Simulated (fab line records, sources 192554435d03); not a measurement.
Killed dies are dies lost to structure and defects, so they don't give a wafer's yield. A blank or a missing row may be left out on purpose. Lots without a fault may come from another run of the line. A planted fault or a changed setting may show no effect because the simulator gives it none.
Chamber matching | flow n5_finfet | N5_BEOL_M2_PECVD_72 on pecvd-02: 3 sister chambers
The step deposits SiO2 from TEOS/O2, target thk 16 nm, time 18 s. 3 wafers are shown with their chamber, then 9 later ones without.

WAFERS WITH THEIR CHAMBER
wafer  | chamber | throttle_valve_pct (%)
L093.2 | 2       | 21.7
L093.3 | 1       | 22.1
L093.5 | 0       | 24.0

WAFERS WITHOUT THEIR CHAMBER
wafer  | throttle_valve_pct (%)
L094.1 | 23.8
L094.4 | 22.1
L094.5 | 23.9
L095.1 | 22.1
L095.3 | 23.6
L095.6 | 22.1
L096.2 | 21.4
L096.3 | 22.1
L096.5 | 21.0

WHICH CHAMBER EACH WENT THROUGH
wafer  | from the rows above     | in truth
L094.1 | 0                       | 0
L094.4 | can't be placed: 1 or 2 | 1
L094.5 | 0                       | 0
L095.1 | can't be placed: 1 or 2 | 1
L095.3 | 0                       | 0
L095.6 | can't be placed: 1 or 2 | 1
L096.2 | can't be placed: 2 or 1 | 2
L096.3 | can't be placed: 1 or 2 | 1
L096.5 | can't be placed: 2 or 1 | 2
Placed correctly: 3 of 9. Can't be placed from these rows: 6 (the true chamber is among the candidates in 6). Placed wrongly: 0.
How it was worked out, from the rows above alone: a wafer's distance from a chamber is the root of the sum, over the readings, of the square of ((its reading less the chamber's mean) divided by the reading's scatter). The wafer belongs to the nearest chamber; if the next one is less than 2 further off, it can't be placed. A chamber's mean is the mean of its shown wafers. The scatter: with one shown wafer a chamber, the root of the mean of the squares of how far each hidden wafer lies from its nearest shown one.
